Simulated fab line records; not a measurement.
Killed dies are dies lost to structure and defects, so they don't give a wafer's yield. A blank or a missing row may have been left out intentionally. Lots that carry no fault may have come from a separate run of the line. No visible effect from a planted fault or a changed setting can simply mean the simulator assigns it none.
Chamber matching :: flow n5_finfet :: rie_diel-03 running N5_FIN_CUT_ETCH_20: 4 sister chambers
The step etches SiARC in CF4, target depth 26 nm, time 43.3 s. 8 wafers are shown with their chamber, then 11 later ones without.

## EACH WAFER AND ITS CHAMBER
wafer: L079.1
chamber: 0
drypump_motor_current_A (A): 6.0
showerhead_plenum_p_Torr (Torr): 2.17

wafer: L079.6
chamber: 3
drypump_motor_current_A (A): 5.0
showerhead_plenum_p_Torr (Torr): 2.06

wafer: L083.6
chamber: 1
drypump_motor_current_A (A): 5.6
showerhead_plenum_p_Torr (Torr): 2.11

wafer: L084.6
chamber: 1
drypump_motor_current_A (A): 5.7
showerhead_plenum_p_Torr (Torr): 2.11

wafer: L087.1
chamber: 0
drypump_motor_current_A (A): 6.0
showerhead_plenum_p_Torr (Torr): 2.17

wafer: L087.3
chamber: 3
drypump_motor_current_A (A): 5.0
showerhead_plenum_p_Torr (Torr): 2.05

wafer: L087.4
chamber: 2
drypump_motor_current_A (A): 5.6
showerhead_plenum_p_Torr (Torr): 2.14

wafer: L088.1
chamber: 2
drypump_motor_current_A (A): 5.5
showerhead_plenum_p_Torr (Torr): 2.14

## WAFERS WITH NO CHAMBER GIVEN
wafer: L088.4
drypump_motor_current_A (A): 5.6
showerhead_plenum_p_Torr (Torr): 2.14

wafer: L088.5
drypump_motor_current_A (A): 6.0
showerhead_plenum_p_Torr (Torr): 2.17

wafer: L090.3
drypump_motor_current_A (A): 5.0
showerhead_plenum_p_Torr (Torr): 2.05

wafer: L090.4
drypump_motor_current_A (A): 6.0
showerhead_plenum_p_Torr (Torr): 2.17

wafer: L090.6
drypump_motor_current_A (A): 6.0
showerhead_plenum_p_Torr (Torr): 2.16

wafer: L091.2
drypump_motor_current_A (A): 5.0
showerhead_plenum_p_Torr (Torr): 2.05

wafer: L091.3
drypump_motor_current_A (A): 6.0
showerhead_plenum_p_Torr (Torr): 2.16

wafer: L091.6
drypump_motor_current_A (A): 5.6
showerhead_plenum_p_Torr (Torr): 2.14

wafer: L096.3
drypump_motor_current_A (A): 5.7
showerhead_plenum_p_Torr (Torr): 2.11

wafer: L096.5
drypump_motor_current_A (A): 6.0
showerhead_plenum_p_Torr (Torr): 2.16

wafer: L096.6
drypump_motor_current_A (A): 5.0
showerhead_plenum_p_Torr (Torr): 2.05

## EACH ONE'S CHAMBER
wafer: L088.4
from the rows above: 2
in truth: 2

wafer: L088.5
from the rows above: 0
in truth: 0

wafer: L090.3
from the rows above: 3
in truth: 3

wafer: L090.4
from the rows above: 0
in truth: 0

wafer: L090.6
from the rows above: 0
in truth: 0

wafer: L091.2
from the rows above: 3
in truth: 3

wafer: L091.3
from the rows above: 0
in truth: 0

wafer: L091.6
from the rows above: 2
in truth: 2

wafer: L096.3
from the rows above: 1
in truth: 1

wafer: L096.5
from the rows above: 0
in truth: 0

wafer: L096.6
from the rows above: 3
in truth: 3
11 of 11 placed correctly. Can't be placed from these rows: 0. 0 placed wrongly.
How it was worked out, from the rows above alone: a wafer's distance from a chamber is the root of the sum, over the readings, of the square of ((its reading less the chamber's mean) divided by the reading's scatter). The wafer belongs to the nearest chamber; if the next one is less than 2 further off, it can't be placed. The mean given for a chamber averages the wafers shown for that chamber. The scatter: take each reading less its chamber's mean, square it, sum over the shown wafers, divide by the number of wafers less the number of chambers, and take the root.
